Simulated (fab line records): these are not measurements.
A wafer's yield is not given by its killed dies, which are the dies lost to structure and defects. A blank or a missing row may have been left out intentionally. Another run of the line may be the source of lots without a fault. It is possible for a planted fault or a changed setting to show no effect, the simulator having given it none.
What tool caused it? || flow nand_harc || 13 lots with 39 wafers sampled at 4 steps, on a route of 1302 steps

== WHAT THE GAUGES READ, wafer by wafer ==
NHARC_A_BLC_INSPECT_12.
{"lot": "L867", "measured": "day 22 16:41", "on": "defect_inspect-01", "raw_defect_count": "86 68 69"}
{"lot": "L869", "measured": "day 23 08:12", "on": "defect_inspect-02", "raw_defect_count": "159 158 166"}
{"lot": "L870", "measured": "day 23 14:01", "on": "defect_inspect-01", "raw_defect_count": "108 118 111"}
{"lot": "L871", "measured": "day 23 16:08", "on": "defect_inspect-01", "raw_defect_count": "75 63 67"}
{"lot": "L872", "measured": "day 24 19:47", "on": "defect_inspect-01", "raw_defect_count": "93 82 80"}
{"lot": "L875", "measured": "day 25 19:55", "on": "defect_inspect-01", "raw_defect_count": "28 36 35"}
{"lot": "L876", "measured": "day 26 06:21", "on": "defect_inspect-02", "raw_defect_count": "35 32 41"}
{"lot": "L877", "measured": "day 26 23:06", "on": "defect_inspect-02", "raw_defect_count": "144 149 140"}
{"lot": "L878", "measured": "day 27 19:28", "on": "defect_inspect-01", "raw_defect_count": "62 55 55"}
{"lot": "L883", "measured": "day 28 23:47", "on": "defect_inspect-01", "raw_defect_count": "140 169 140"}
{"lot": "L884", "measured": "day 29 00:59", "on": "defect_inspect-01", "raw_defect_count": "35 29 19"}
{"lot": "L890", "measured": "day 31 02:25", "on": "defect_inspect-02", "raw_defect_count": "118 112 119"}
{"lot": "L889", "measured": "day 31 08:32", "on": "defect_inspect-02", "raw_defect_count": "75 66 73"}

== WHAT TOOL EACH LOT RAN ON (gives the tool, then ch and the chambers of the sampled wafers, and finally the start) ==
{"lot": "L867", "NHARC_A_CONTACT_ETCH_134": "har_cap_etch-03 ch 0,1, day 22 11:18", "NHARC_A_CONTACT_ETCH_98": "rie_diel-08 ch 1,2,3, day 22 16:00 or earlier", "NHARC_A_BLC_SOFTBAKE_05": "litho_track-04 ch 0, day 22 16:00"}
{"lot": "L869", "NHARC_A_CONTACT_ETCH_134": "har_cap_etch-02 ch 0, day 23 02:50", "NHARC_A_CONTACT_ETCH_98": "rie_diel-08 ch 1,3, day 23 04:51", "NHARC_A_BLC_SOFTBAKE_05": "litho_track-01 ch 0, day 23 07:00"}
{"lot": "L870", "NHARC_A_CONTACT_ETCH_134": "har_cap_etch-03 ch 0,1, day 23 08:53", "NHARC_A_CONTACT_ETCH_98": "rie_diel-10 ch 1,3, day 23 13:00 or earlier", "NHARC_A_BLC_SOFTBAKE_05": "litho_track-04 ch 0, day 23 13:00"}
{"lot": "L871", "NHARC_A_CONTACT_ETCH_134": "har_cap_etch-02 ch 0,1, day 23 10:15", "NHARC_A_CONTACT_ETCH_98": "rie_diel-10 ch 2,3, day 23 15:00 or earlier", "NHARC_A_BLC_SOFTBAKE_05": "litho_track-04 ch 0, day 23 15:00"}
{"lot": "L872", "NHARC_A_CONTACT_ETCH_134": "har_cap_etch-03 ch 0,1, day 24 14:41", "NHARC_A_CONTACT_ETCH_98": "rie_diel-04 ch 0,1,3, day 24 19:00 or earlier", "NHARC_A_BLC_SOFTBAKE_05": "litho_track-06 ch 0, day 24 19:00"}
{"lot": "L875", "NHARC_A_CONTACT_ETCH_134": "har_cap_etch-03 ch 0,1, day 25 14:56", "NHARC_A_CONTACT_ETCH_98": "rie_diel-10 ch 1,2, day 25 19:00 or earlier", "NHARC_A_BLC_SOFTBAKE_05": "litho_track-01 ch 0, day 25 19:00"}
{"lot": "L876", "NHARC_A_CONTACT_ETCH_134": "har_cap_etch-03 ch 0,1, day 26 01:17", "NHARC_A_CONTACT_ETCH_98": "rie_diel-04 ch 0,2,3, day 26 05:00 or earlier", "NHARC_A_BLC_SOFTBAKE_05": "litho_track-04 ch 0, day 26 05:00"}
{"lot": "L877", "NHARC_A_CONTACT_ETCH_134": "har_cap_etch-01 ch 0,1, day 26 17:53", "NHARC_A_CONTACT_ETCH_98": "rie_diel-08 ch 1,2, day 26 22:00 or earlier", "NHARC_A_BLC_SOFTBAKE_05": "litho_track-04 ch 0, day 26 22:00"}
{"lot": "L878", "NHARC_A_CONTACT_ETCH_134": "har_cap_etch-01 ch 0,1, day 27 12:59", "NHARC_A_CONTACT_ETCH_98": "rie_diel-04 ch 0,1,3, day 27 18:00 or earlier", "NHARC_A_BLC_SOFTBAKE_05": "litho_track-04 ch 0, day 27 18:00"}
{"lot": "L883", "NHARC_A_CONTACT_ETCH_134": "har_cap_etch-03 ch 0,1, day 28 18:07", "NHARC_A_CONTACT_ETCH_98": "rie_diel-08 ch 0,3, day 28 23:00 or earlier", "NHARC_A_BLC_SOFTBAKE_05": "litho_track-04 ch 0, day 28 23:00"}
{"lot": "L884", "NHARC_A_CONTACT_ETCH_134": "har_cap_etch-01 ch 0,1, day 28 19:45", "NHARC_A_CONTACT_ETCH_98": "rie_diel-10 ch 0,2,3, day 29 00:00 or earlier", "NHARC_A_BLC_SOFTBAKE_05": "litho_track-04 ch 0, day 29 00:00"}
{"lot": "L890", "NHARC_A_CONTACT_ETCH_134": "har_cap_etch-02 ch 0, day 30 21:20", "NHARC_A_CONTACT_ETCH_98": "rie_diel-04 ch 0,2,3, day 31 01:00 or earlier", "NHARC_A_BLC_SOFTBAKE_05": "litho_track-01 ch 0, day 31 01:00"}
{"lot": "L889", "NHARC_A_CONTACT_ETCH_134": "har_cap_etch-01 ch 0,1, day 31 03:31", "NHARC_A_CONTACT_ETCH_98": "rie_diel-04 ch 0,1,2, day 31 08:00 or earlier", "NHARC_A_BLC_SOFTBAKE_05": "litho_track-06 ch 0, day 31 08:00"}
- NHARC_A_CONTACT_ETCH_134: etches the open film in C4F8/O2/Ar, time 140 s, target depth 700 nm.
- NHARC_A_CONTACT_ETCH_98: etches the open film in C4F6/O2, target depth 20 nm, time 10 s.
- NHARC_A_BLC_SOFTBAKE_05: time 55 s.

== AS READ BY THE TOOLS THEMSELVES (means over the sampled wafers that have a number; for cases with no such wafer, the mark the record gives instead) ==
NHARC_A_CONTACT_ETCH_98.
{"lot": "L867", "tool": "rie_diel-08", "drypump_motor_current_A (A)": 5.6, "o2_flow_sccm (sccm)": 19.98, "oes_product_au (a.u.)": 0.946, "rf_vpp_V (V)": 547, "showerhead_plenum_p_Torr (Torr)": 3.94, "throttle_valve_pct (%)": 26.903}
{"lot": "L869", "tool": "rie_diel-08", "drypump_motor_current_A (A)": 5.2, "o2_flow_sccm (sccm)": 20.01, "oes_product_au (a.u.)": 0.963, "rf_vpp_V (V)": 549, "showerhead_plenum_p_Torr (Torr)": 3.96, "throttle_valve_pct (%)": 26.900}
{"lot": "L870", "tool": "rie_diel-10", "drypump_motor_current_A (A)": 5.6, "o2_flow_sccm (sccm)": 20.02, "oes_product_au (a.u.)": 0.996, "rf_vpp_V (V)": 550, "showerhead_plenum_p_Torr (Torr)": 4.07, "throttle_valve_pct (%)": 26.893}
{"lot": "L871", "tool": "rie_diel-10", "drypump_motor_current_A (A)": 5.3, "o2_flow_sccm (sccm)": 19.98, "oes_product_au (a.u.)": 0.939, "rf_vpp_V (V)": 551, "showerhead_plenum_p_Torr (Torr)": 4.10, "throttle_valve_pct (%)": 26.906}
{"lot": "L872", "tool": "rie_diel-04", "drypump_motor_current_A (A)": 5.5, "o2_flow_sccm (sccm)": 20.02, "oes_product_au (a.u.)": 0.947, "rf_vpp_V (V)": 546, "showerhead_plenum_p_Torr (Torr)": 3.91, "throttle_valve_pct (%)": 26.914}
{"lot": "L875", "tool": "rie_diel-10", "drypump_motor_current_A (A)": 5.4, "o2_flow_sccm (sccm)": 20.00, "oes_product_au (a.u.)": 0.953, "rf_vpp_V (V)": 551, "showerhead_plenum_p_Torr (Torr)": 4.14, "throttle_valve_pct (%)": 26.907}
{"lot": "L876", "tool": "rie_diel-04", "drypump_motor_current_A (A)": 5.8, "o2_flow_sccm (sccm)": 19.97, "oes_product_au (a.u.)": 0.934, "rf_vpp_V (V)": 545, "showerhead_plenum_p_Torr (Torr)": 3.85, "throttle_valve_pct (%)": 26.906}
{"lot": "L877", "tool": "rie_diel-08", "drypump_motor_current_A (A)": 6.0, "o2_flow_sccm (sccm)": 20.02, "oes_product_au (a.u.)": 0.937, "rf_vpp_V (V)": 546, "showerhead_plenum_p_Torr (Torr)": 3.90, "throttle_valve_pct (%)": 26.905}
{"lot": "L878", "tool": "rie_diel-04", "drypump_motor_current_A (A)": 5.5, "o2_flow_sccm (sccm)": 19.94, "oes_product_au (a.u.)": 0.957, "rf_vpp_V (V)": 547, "showerhead_plenum_p_Torr (Torr)": 3.90, "throttle_valve_pct (%)": 26.903}
{"lot": "L883", "tool": "rie_diel-08", "drypump_motor_current_A (A)": 5.8, "o2_flow_sccm (sccm)": 19.93, "oes_product_au (a.u.)": 0.963, "rf_vpp_V (V)": 549, "showerhead_plenum_p_Torr (Torr)": 4.10, "throttle_valve_pct (%)": 26.900}
{"lot": "L884", "tool": "rie_diel-10", "drypump_motor_current_A (A)": 5.3, "o2_flow_sccm (sccm)": 20.03, "oes_product_au (a.u.)": 0.988, "rf_vpp_V (V)": 550, "showerhead_plenum_p_Torr (Torr)": 4.07, "throttle_valve_pct (%)": 26.911}
{"lot": "L890", "tool": "rie_diel-04", "drypump_motor_current_A (A)": 5.8, "o2_flow_sccm (sccm)": 20.01, "oes_product_au (a.u.)": 0.994, "rf_vpp_V (V)": 546, "showerhead_plenum_p_Torr (Torr)": 3.84, "throttle_valve_pct (%)": 26.914}
{"lot": "L889", "tool": "rie_diel-04", "drypump_motor_current_A (A)": 6.0, "o2_flow_sccm (sccm)": 20.03, "oes_product_au (a.u.)": 0.966, "rf_vpp_V (V)": 547, "showerhead_plenum_p_Torr (Torr)": 3.93, "throttle_valve_pct (%)": 26.904}

NHARC_A_BLC_SOFTBAKE_05.
{"lot": "L867", "tool": "litho_track-04", "heater_power_total_W (W)": 188.43}
{"lot": "L869", "tool": "litho_track-01", "heater_power_total_W (W)": 188.32}
{"lot": "L870", "tool": "litho_track-04", "heater_power_total_W (W)": 188.51}
{"lot": "L871", "tool": "litho_track-04", "heater_power_total_W (W)": 188.54}
{"lot": "L872", "tool": "litho_track-06", "heater_power_total_W (W)": 188.37}
{"lot": "L875", "tool": "litho_track-01", "heater_power_total_W (W)": 188.41}
{"lot": "L876", "tool": "litho_track-04", "heater_power_total_W (W)": 188.32}
{"lot": "L877", "tool": "litho_track-04", "heater_power_total_W (W)": 188.39}
{"lot": "L878", "tool": "litho_track-04", "heater_power_total_W (W)": 188.43}
{"lot": "L883", "tool": "litho_track-04", "heater_power_total_W (W)": 199.80}
{"lot": "L884", "tool": "litho_track-04", "heater_power_total_W (W)": 199.72}
{"lot": "L890", "tool": "litho_track-01", "heater_power_total_W (W)": 188.32}
{"lot": "L889", "tool": "litho_track-06", "heater_power_total_W (W)": 188.34}

== THE ANSWER, worked out from the rows above alone ==
Rule: what is usual is taken from the lots themselves. The widest of any qualifying gaps counts: lots, ordered by their means at a reading, are off when they make up no more than a third of the lots, leave a main group of 4 or more, and stand apart from it by 3 or more times the standard deviation of that group's means. A main group whose means are all the same, to the digits that the tables above print for the reading, isn't used. A lot without any number at a reading at which 4 lots or more have one is off too. Any other lot the step has rows for is counted as sound. Order of review: gauges by route order, followed by the tools' own readings, for which a lot's mean as printed above is used. The first step at which some lot is off is used, and at that step the reading that is off furthest; a lot without a number counts as furthest.
Off: L883, L884 (NHARC_A_BLC_SOFTBAKE_05, heater_power_total_W). Main group: mean 188.40 W, sd 0.072.
A tool fits if, at that step or a process step before it, it ran every lot that is off, and no sound lot after the first of them. NHARC_A_CONTACT_ETCH_98 gives no start for some lots, so the hours and the order of its lots are those of NHARC_A_BLC_SOFTBAKE_05. One candidate fits, namely litho_track-04 at NHARC_A_BLC_SOFTBAKE_05. A fault onset in the window from L878 (day 27 18:00, its last sound lot) to L883 (day 28 23:00, its first lot off) fits.
The tool's own readings at NHARC_A_BLC_SOFTBAKE_05 bear it out: on the lots that are off they differ by more than 5 times the standard deviation of the sound lots' means. heater_power_total_W reads 199.76 W there against 188.40 W on the sound lots.

== WHAT WAS PUT IN BY THE SIMULATOR ==
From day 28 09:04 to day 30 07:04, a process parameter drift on litho_track-04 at NHARC_A_BLC_SOFTBAKE_05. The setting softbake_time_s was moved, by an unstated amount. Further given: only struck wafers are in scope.
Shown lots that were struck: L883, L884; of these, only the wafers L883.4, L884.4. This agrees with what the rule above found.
